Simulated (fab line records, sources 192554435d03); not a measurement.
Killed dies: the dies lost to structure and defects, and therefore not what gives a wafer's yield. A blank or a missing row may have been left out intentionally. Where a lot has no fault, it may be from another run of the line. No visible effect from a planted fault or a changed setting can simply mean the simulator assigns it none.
Split-lot study | flow n5Finfet | on a route of 1938 steps: 7 lots, 21 wafers read

== ON THE SPLIT ==
At N5_FIN_CUT_EXPOSE_05 (exposes mask FIN CUT), the setting doseMj was moved away from the recipe's 45.75 on 5 of the 21 wafers read, by -6.6% to +2.8%. All remaining wafers had this setting at the recipe value.

== FROM THE SPLIT TO THE READING: what the file shows between them, 2 steps ==
- N5_FIN_CUT_PEB_06: peb time 60 s
- N5_FIN_CUT_DEVELOP_07: develop time 30 s

== THE READING ==
At N5_FIN_CUT_CD_MEAS_08: cdNm in nanometres, against a target cd of 29.1 nm. A value of 29.15 nm with a standard deviation of 0.27 nm is what fault-free wafers of this fab line usually give.

wafer  | tool, chamber at the split | doseMj as run | against the recipe | cdNm, nm | against lot-mates on the recipe
L075.2 | euvScanner-01, 0           | 44.12         | -3.6%              | 28.24    | -0.52
L075.4 | euvScanner-01, 0           | 44.12         | -3.6%              | 28.01    | -0.75
L075.6 | euvScanner-01, 0           | 45.75         | recipe             | 28.76    | -
L076.2 | euvScanner-02, 0           | 45.75         | recipe             | 29.37    | -
L076.4 | euvScanner-02, 0           | 45.75         | recipe             | 28.85    | -
L076.6 | euvScanner-02, 0           | 45.75         | recipe             | 29.20    | -
L079.1 | euvScanner-01, 0           | 45.75         | recipe             | 29.17    | -
L079.4 | euvScanner-01, 0           | 47.02         | +2.8%              | 29.64    | +0.46
L079.6 | euvScanner-01, 0           | 45.75         | recipe             | 29.19    | -
L083.2 | euvScanner-01, 0           | 45.75         | recipe             | 28.92    | -
L083.4 | euvScanner-01, 0           | 45.75         | recipe             | 29.27    | -
L083.5 | euvScanner-01, 0           | 45.75         | recipe             | 28.88    | -
L087.1 | euvScanner-01, 0           | 45.75         | recipe             | 29.26    | -
L087.5 | euvScanner-01, 0           | 45.75         | recipe             | 29.29    | -
L087.6 | euvScanner-01, 0           | 45.75         | recipe             | 29.04    | -
L092.1 | euvScanner-01, 0           | 45.75         | recipe             | 29.28    | -
L092.5 | euvScanner-01, 0           | 42.74         | -6.6%              | 28.02    | -1.26
L092.6 | euvScanner-01, 0           | 42.74         | -6.6%              | 28.39    | -0.89
L096.2 | euvScanner-01, 0           | 45.75         | recipe             | 29.35    | -
L096.3 | euvScanner-01, 0           | 45.75         | recipe             | 29.00    | -
L096.4 | euvScanner-01, 0           | 45.75         | recipe             | 29.14    | -

FIT RESULTS
A straight line over all 21 wafers: cdNm changes by +0.17 nm for each +1% of doseMj; r = +0.86; the points scatter about the line by 0.23 nm.
The same after taking each lot's own level away (the mean of its wafers on the recipe; 21 wafers): +0.166 nm for each +1%; r = +0.93; scatter 0.15 nm.
According to that fit, moving doseMj by its largest amount changes the reading by 1.1 nm.
From 28.760 to 29.280 nm: that is the span of the lots' own levels, equal to 1.9 times the standard deviation above.
The two slopes agree, so the slope changes little with the lot-to-lot level.
Check: for one of the wafers moved furthest among these (-6.6%), held out of the fit, the line's prediction against its lot-mates is -1 nm. It came out at -1.26 nm against them.

== THESE WAFERS: OTHER SPLITS ==
These wafers also went through other splits before the reading. Each is held against what the fit with the lots' levels taken away leaves over:
other split on the same wafers       | wafers away from the commonest value | r with cdNm (lot level and that fit taken away)
N5_FIN_SAQP_SPACER1_ALD_24 aldCycles | 12                                   | +0.00

== THE FILE'S OWN FIT ==
cdNm changes by +0.166 nm for each +1% of doseMj, r = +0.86.
